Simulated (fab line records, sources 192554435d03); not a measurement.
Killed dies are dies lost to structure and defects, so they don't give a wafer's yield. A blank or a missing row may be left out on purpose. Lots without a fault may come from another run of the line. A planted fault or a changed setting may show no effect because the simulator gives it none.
A struck lot beside a sound one | flow n5_finfet | 16 steps out of a route of 1938
Sound: wafers L553.1, L553.2, L553.5. Struck: wafers L559.2, L559.3, L559.6. The cause comes at the end.
At each step with rows: each side's tool, then ch and its chambers, then its first start. Under that, the readings that differ: sound wafers | struck wafers | difference of the means | sigmas: that difference in standard deviations of wafers without a fault.
alike: readings whose means differ by less than 2 such deviations, and words and numbers that are the same on both sides. not compared: withheld readings, readings that some wafer has no value for, bounds like >300 that may hide the same value, and numbers for which the record gives no deviation and whose values overlap.
The two part at a step that has a row with sigmas, a row that says differs or no value, or rows on one side only. Numbers that don't overlap but have no deviation are shown without sigmas and don't part them. A reading that every wafer of one side lacks parts them only if that side has two wafers or more.

first, 3 steps without rows for these wafers: N5_FIN_CUT_PRECLEAN_36 (cleans in O3/DIW, time 60 s); N5_FIN_CUT_SRD_32 (time 30 s); N5_FIN_CUT_UV_OZONE_34 (time 120 s).
N5_FIN_CUT_INSPECT_17: inspects for defects (brightfield).
  sound on defect_inspect-01, day 4 04:55; struck on defect_inspect-02, day 5 15:05
  alike: raw_defect_count
N5_STI_FIN_REVEAL_ALD_00: deposits SiO2, target thk 1 nm, pulse time 1 s.
  sound on ald_sin-04 ch 2,3, day 4 04:57; struck on ald_sin-01 ch 0,2, day 5 15:07
  alike: heater_power_w, precursor_pulse_height_rel
N5_STI_FIN_REVEAL_ALD_14: deposits Si3N4, target thk 3 nm.
  sound on ald_sin-04 ch 2,3, day 4 04:59; struck on ald_sin-01 ch 0,2, day 5 15:10
  alike: heater_power_w
then, 2 steps without rows for these wafers: N5_STI_FIN_REVEAL_FCVD_FILL_01 (material SiO2 flowable, target thk 312 nm, time 512.2 s); N5_STI_FIN_REVEAL_DENSIFY_02 (time 1800 s).
N5_STI_FIN_REVEAL_CMP_04: polishes, stops on Si3N4, t overpolish 4 s, target thk 131.83 nm.
  sound on cmp-04 ch 0,1, day 4 10:08; struck on cmp-02 ch 1,2,3, day 5 20:17
  alike: head_pressure_psi, motor_current_A, overpolish_run_s, time_to_endpoint_s
N5_STI_FIN_REVEAL_THK_MEAS_05:
  sound on film_metro-01, day 4 10:24; struck on film_metro-01, day 5 20:30
  alike: thk_nm
N5_STI_FIN_REVEAL_DENSIFY_30:
  sound on rtp_anneal-02 ch 0, day 4 10:26; struck on rtp_anneal-02 ch 0, day 5 20:34
  alike: lamp_power_pct, lamp_zone_1_pct
  not compared: wafer_temp_C_max
N5_STI_FIN_REVEAL_ETCHBACK_08: etches SiO2 in C4F6/O2, target depth 30.5 nm, time 10.167 s.
  sound on rie_diel-01 ch 0,1,2, day 4 10:50; struck on rie_diel-03 ch 0,1,3, day 5 20:44
  alike: drypump_motor_current_A, oes_product_au, rf_fwd_power_W, rf_vpp_V, showerhead_plenum_p_Torr, throttle_valve_pct
  not compared: rf_hours_counter_h
N5_STI_FIN_REVEAL_STRIP_24: strips in N2/H2, time 90 s.
  sound on rie_diel-01 ch 0,1,2, day 4 10:53; struck on rie_diel-03 ch 0,1,3, day 5 20:47
  no value came back on the struck wafers for any of 9 readings (bias_power_w (W), chamber_pressure_mTorr (mTorr) and others); on the sound wafers bias_power_w (W) reads 2.990 3.001 3.007
  not compared: rf_hours_counter_h
then, 1 step without rows for these wafers: N5_STI_FIN_REVEAL_PRECLEAN_25 (cleans in SPM, time 90 s).
-- the record jumps here: 6 days lie between the struck wafers' starts before and after (it left off in module STI_FIN_REVEAL and takes up again in module BEOL_M4, whose first step shown is number 1111 of the route) --
N5_BEOL_M4_RC_MEAS_101:
  sound on prober-01 ch 0, day 9 17:50; struck on prober-02 ch 0, day 11 12:35
  alike: DIBL_N, DIBL_P, IOFF_N, IOFF_P, ION_N, ION_P, SS_N, SS_P, VT_N, VT_P
-- the record jumps here: 5 days lie between the struck wafers' starts before and after (it left off in module BEOL_M4 and takes up again in module PASSIVATION, whose first step shown is number 1936 of the route) --
N5_PASSIVATION_PROBE_49:
  sound on prober-02, day 14 01:55; struck on prober-01, day 16 04:55
  alike: defect_limited_yield, killed_at_M0_to_M3, killed_at_M4_up, killed_at_contacts, killed_at_front_end, killed_at_other, killed_dies, killed_open, killed_short, sort_bin_5_function, sort_bin_6_memory, sort_bin_8_speed, sort_n_pass, sort_yield_pct

WHERE THEY PART
Only at N5_STI_FIN_REVEAL_STRIP_24, within this record. Later steps at which nothing parts them and some readings are alike: N5_BEOL_M4_RC_MEAS_101, N5_PASSIVATION_PROBE_49.

WHY: what the simulator had put in
Skipped step whole: rie_diel-03, from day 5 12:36 on, at N5_STI_FIN_REVEAL_STRIP_24. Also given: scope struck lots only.
